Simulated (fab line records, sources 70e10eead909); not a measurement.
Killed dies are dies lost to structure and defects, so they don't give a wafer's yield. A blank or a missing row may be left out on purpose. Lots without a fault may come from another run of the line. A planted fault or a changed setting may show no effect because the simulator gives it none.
Chamber matching | flow nand_harc | NHARC_A_STAIRCASE_DEP_151 on pecvd-02: 3 sister chambers
The step deposits SiO2, target thk 3800 nm. 3 wafers are shown with their chamber, then 7 later ones without.

WAFERS WITH THEIR CHAMBER
wafer  | chamber | heater_power_w (W)
L080.6 | 0       | 526
L081.2 | 2       | 845
L081.3 | 1       | 620

WAFERS WITHOUT THEIR CHAMBER
wafer  | heater_power_w (W)
L081.5 | 532
L088.1 | 796
L088.4 | 503
L088.5 | 481
L097.2 | 566
L097.3 | 705
L097.5 | 480

WHICH CHAMBER EACH WENT THROUGH
wafer  | from the rows above          | in truth
L081.5 | can't be placed: 0 or 1      | 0
L088.1 | 2                            | 2
L088.4 | can't be placed: 0 or 1      | 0
L088.5 | can't be placed: 0 or 1      | 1
L097.2 | can't be placed: 0 or 1      | 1
L097.3 | can't be placed: 1 or 2 or 0 | 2
L097.5 | can't be placed: 0 or 1      | 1
Placed correctly: 1 of 7. Can't be placed from these rows: 6 (the true chamber is among the candidates in 6). Placed wrongly: 0.
How it was worked out, from the rows above alone: a wafer's distance from a chamber is the root of the sum, over the readings, of the square of ((its reading less the chamber's mean) divided by the reading's scatter). The wafer belongs to the nearest chamber; if the next one is less than 2 further off, it can't be placed. A chamber's mean is the mean of its shown wafers. The scatter: with one shown wafer a chamber, the root of the mean of the squares of how far each hidden wafer lies from its nearest shown one.
